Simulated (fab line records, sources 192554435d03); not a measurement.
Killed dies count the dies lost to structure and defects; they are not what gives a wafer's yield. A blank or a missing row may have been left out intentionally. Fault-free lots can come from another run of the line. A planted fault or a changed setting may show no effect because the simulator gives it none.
Matching of chambers -- flow n5-finfet -- N5_BEOL_M3_CO_CAP_55 on cvd-co-01: 3 sister chambers
The step material Co, precursor CCTBA/H2, target thk 2 nm, time 102.1 s. 3 wafers are shown with their chamber, then 7 later ones without.

WAFERS PAIRED WITH THEIR CHAMBERS
wafer,chamber,heater-power-w (W)
L940.1,2,242
L940.4,1,247
L946.4,0,248

WAFERS WHOSE CHAMBER IS MISSING
wafer,heater-power-w (W)
L946.6,243
L948.2,245
L948.4,246
L948.5,250
L952.3,259
L952.5,242
L952.6,242

EACH ONE'S CHAMBER
wafer,from the rows above,in truth
L946.6,can't be placed: 2 or 1 or 0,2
L948.2,can't be placed: 1 or 0 or 2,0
L948.4,can't be placed: 1 or 0 or 2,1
L948.5,can't be placed: 0 or 1 or 2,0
L952.3,can't be placed: 0 or 1 or 2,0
L952.5,can't be placed: 2 or 1 or 0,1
L952.6,can't be placed: 2 or 1 or 0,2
0 of 7 placed correctly. Not placeable from these rows: 7 (in 7, the candidates include the true chamber). Placed wrongly: 0.
How it was worked out, from the rows above alone: a wafer's distance from a chamber is the root of the sum, over the readings, of the square of ((its reading less the chamber's mean) divided by the reading's scatter). If the next closest chamber is less than 2 further off than the closest, the wafer can't be placed; otherwise it belongs to the closest. Each chamber's mean is taken over the wafers shown for it. The scatter (one wafer shown for each chamber): square how far every hidden wafer sits from the nearest shown wafer, average those squares and take the square root.
